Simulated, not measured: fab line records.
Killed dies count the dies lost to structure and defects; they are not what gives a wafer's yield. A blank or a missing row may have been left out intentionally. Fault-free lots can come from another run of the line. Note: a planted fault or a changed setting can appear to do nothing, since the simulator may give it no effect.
What tool caused it? + flow n5_finfet + 12 lots with 36 wafers sampled at 5 steps, on a route of 1938 steps

WHAT THE GAUGES SHOWED, per wafer
N5_STI_FIN_REVEAL_INSPECT_13: inspects for defects (darkfield).
| lot  | measured    | on                | raw_defect_count |
|------|-------------|-------------------|------------------|
| L251 | day 2 19:50 | defect_inspect-02 | 6 6 6            |
| L252 | day 3 02:19 | defect_inspect-01 | 9 6 12           |
| L253 | day 3 08:11 | defect_inspect-02 | 12 3 8           |
| L256 | day 4 02:09 | defect_inspect-02 | 14 8 8           |
| L257 | day 4 05:50 | defect_inspect-01 | 25 16 18         |
| L258 | day 4 13:34 | defect_inspect-02 | 5 15 7           |
| L259 | day 4 18:57 | defect_inspect-01 | 6 12 15          |
| L260 | day 5 03:24 | defect_inspect-02 | 11 9 5           |
| L261 | day 5 10:01 | defect_inspect-01 | 12 15 6          |
| L265 | day 6 06:49 | defect_inspect-02 | 11 12 8          |
| L266 | day 6 14:10 | defect_inspect-01 | 12 11 603        |
| L272 | day 8 02:59 | defect_inspect-02 | 610 14 7         |

N5_DUMMY_GATE_THK_MEAS_05.
| lot  | measured    | on            | thk_nm (nm)    |
|------|-------------|---------------|----------------|
| L251 | day 3 00:01 | film_metro-01 | 71.5 71.2 71.5 |
| L252 | day 3 09:40 | film_metro-02 | 71.5 73.2 72.7 |
| L253 | day 3 16:10 | film_metro-02 | 70.9 71.3 71.9 |
| L256 | day 4 10:48 | film_metro-01 | 69.9 73.9 73.0 |
| L257 | day 4 10:36 | film_metro-01 | 72.1 72.6 71.9 |
| L258 | day 4 18:32 | film_metro-01 | 72.7 71.3 72.8 |
| L259 | day 5 02:55 | film_metro-01 | 71.9 71.4 71.1 |
| L260 | day 5 07:34 | film_metro-02 | 70.5 71.2 72.8 |
| L261 | day 5 14:11 | film_metro-01 | 70.5 71.9 70.0 |
| L265 | day 6 11:50 | film_metro-02 | 73.3 72.5 73.2 |
| L266 | day 6 19:09 | film_metro-02 | 72.0 71.7 72.2 |
| L272 | day 8 11:44 | film_metro-02 | 72.3 72.6 70.5 |

TOOL THAT RAN EACH LOT (tool first, then ch and the chambers of the sampled wafers, then the start)
| lot  | N5_FIN_CUT_STRIP_22               | N5_STI_FIN_REVEAL_ALD_00         | N5_STI_FIN_REVEAL_PRECLEAN_18      |
|------|-----------------------------------|----------------------------------|------------------------------------|
| L251 | rie_diel-01 ch 2,3, day 2 10:11   | ald_sin-01 ch 0,1,2, day 2 10:43 | wet_bench-06 ch 2,6,7, day 2 19:47 |
| L252 | rie_diel-01 ch 0,2,3, day 2 16:27 | ald_sin-03 ch 0,3, day 2 16:38   | wet_bench-04 ch 2,6,7, day 3 02:14 |
| L253 | rie_diel-01 ch 0,1, day 2 22:40   | ald_sin-04 ch 2,3, day 2 22:52   | wet_bench-04 ch 1,5,6, day 3 08:08 |
| L256 | rie_diel-02 ch 0,2, day 3 17:14   | ald_sin-03 ch 1,3, day 3 17:26   | wet_bench-06 ch 0,2,5, day 4 02:05 |
| L257 | rie_diel-01 ch 0,1,3, day 3 20:58 | ald_sin-04 ch 0,1,2, day 3 21:10 | wet_bench-04 ch 0,5,7, day 4 05:46 |
| L258 | rie_diel-02 ch 2,3, day 4 04:38   | ald_sin-01 ch 0,1,2, day 4 04:52 | wet_bench-06 ch 1,5,7, day 4 13:31 |
| L259 | rie_diel-02 ch 1,3, day 4 10:01   | ald_sin-01 ch 0,1,2, day 4 10:13 | wet_bench-04 ch 0,1,7, day 4 18:53 |
| L260 | rie_diel-03 ch 0,2,3, day 4 16:44 | ald_sin-03 ch 0,2,3, day 4 18:41 | wet_bench-05 ch 0,3,7, day 5 03:20 |
| L261 | rie_diel-02 ch 0,1,3, day 5 01:07 | ald_sin-04 ch 1,2,3, day 5 01:19 | wet_bench-05 ch 2,3,4, day 5 09:57 |
| L265 | rie_diel-01 ch 0,2,3, day 5 21:57 | ald_sin-01 ch 1,2,3, day 5 22:08 | wet_bench-05 ch 0,1,2, day 6 06:46 |
| L266 | rie_diel-02 ch 0,2,3, day 6 05:07 | ald_sin-03 ch 1,2,3, day 6 05:19 | wet_bench-05 ch 0,1,7, day 6 14:07 |
| L272 | rie_diel-03 ch 0,2,3, day 7 17:48 | ald_sin-04 ch 1,2,3, day 7 17:59 | wet_bench-05 ch 1,6,7, day 8 02:56 |
- N5_FIN_CUT_STRIP_22: strips in N2/H2.
- N5_STI_FIN_REVEAL_ALD_00: deposits SiO2, target thk 1 nm, pulse time 1 s.
- N5_STI_FIN_REVEAL_PRECLEAN_18: cleans in SC2, time 45 s.

AS READ BY THE TOOLS THEMSELVES (means over the sampled wafers that have a number; for cases with no such wafer, the mark the record gives instead)
N5_FIN_CUT_STRIP_22.
| lot  | tool        | drypump_motor_current_A (A) | oes_product_au (a.u.) | rf_vpp_V (V) | showerhead_plenum_p_Torr (Torr) | throttle_valve_pct (%) |
|------|-------------|-----------------------------|-----------------------|--------------|---------------------------------|------------------------|
| L251 | rie_diel-01 | 5.8                         | 0.77                  | 56.1         | 3.43                            | 19.01                  |
| L252 | rie_diel-01 | 5.9                         | 0.76                  | 55.9         | 3.38                            | 19.07                  |
| L253 | rie_diel-01 | 5.9                         | 0.77                  | 52.5         | 3.38                            | 19.27                  |
| L256 | rie_diel-02 | 5.8                         | 0.87                  | 52.6         | 3.32                            | 18.76                  |
| L257 | rie_diel-01 | 6.1                         | 0.76                  | 56.4         | 3.33                            | 19.27                  |
| L258 | rie_diel-02 | 5.2                         | 0.71                  | 52.2         | 3.23                            | 19.22                  |
| L259 | rie_diel-02 | 5.4                         | 0.74                  | 56.8         | 3.39                            | 19.16                  |
| L260 | rie_diel-03 | 5.4                         | 0.78                  | 52.3         | 3.36                            | 19.24                  |
| L261 | rie_diel-02 | 5.5                         | 0.78                  | 54.1         | 3.33                            | 18.99                  |
| L265 | rie_diel-01 | 5.9                         | 0.74                  | 53.3         | 3.37                            | 19.13                  |
| L266 | rie_diel-02 | 5.5                         | 0.88                  | 55.4         | 3.40                            | 18.86                  |
| L272 | rie_diel-03 | 5.4                         | 0.75                  | 53.0         | 3.34                            | 19.28                  |

N5_STI_FIN_REVEAL_ALD_00.
| lot  | tool       | heater_power_w (W) | precursor_pulse_height_rel |
|------|------------|--------------------|----------------------------|
| L251 | ald_sin-01 | 501                | 1.013                      |
| L252 | ald_sin-03 | 442                | 1.004                      |
| L253 | ald_sin-04 | 471                | 1.006                      |
| L256 | ald_sin-03 | 518                | 1.009                      |
| L257 | ald_sin-04 | 429                | 1.002                      |
| L258 | ald_sin-01 | 497                | 1.002                      |
| L259 | ald_sin-01 | 496                | 0.993                      |
| L260 | ald_sin-03 | 444                | 0.990                      |
| L261 | ald_sin-04 | 475                | 1.012                      |
| L265 | ald_sin-01 | 513                | 1.009                      |
| L266 | ald_sin-03 | 485                | 0.992                      |
| L272 | ald_sin-04 | 469                | 1.008                      |

THE ANSWER, worked out from the rows above alone
Rule: the usual values come from the lots themselves. Put in order of their means at a reading, lots are off if they are a third of the lots or fewer, leave a main group of 4 or more, and stand apart from it by a gap of 3 or more times the standard deviation of the main group's means; of several such gaps the widest counts. The tables above print the reading to a certain number of digits; a main group whose means all agree to those digits is not used. A lot without any number at a reading at which 4 lots or more have one is off too. All remaining lots with rows at the step are treated as sound. Order of review: gauges by route order, followed by the tools' own readings, for which a lot's mean as printed above is used. At the first step where some lot is off, the reading lying furthest off is the one used; lots without a number count as furthest.
Off at N5_STI_FIN_REVEAL_INSPECT_13 (raw_defect_count): L266, L272. The main group has a mean of 10 with a standard deviation of 3.5.
A tool fits if, at a process step before that reading, it ran every lot that is off, and no sound lot after the first of them. The gauges at N5_STI_FIN_REVEAL_INSPECT_13 are tried like those tools. One fits: wet_bench-05 at N5_STI_FIN_REVEAL_PRECLEAN_18. Its last sound lot is L265 (day 6 06:46), its first lot that is off L266 (day 6 14:07): a fault that began between those two fits.

WHAT THE SIMULATOR PUT IN
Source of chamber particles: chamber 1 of wet_bench-05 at N5_STI_FIN_REVEAL_PRECLEAN_18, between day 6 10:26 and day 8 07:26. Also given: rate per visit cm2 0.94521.
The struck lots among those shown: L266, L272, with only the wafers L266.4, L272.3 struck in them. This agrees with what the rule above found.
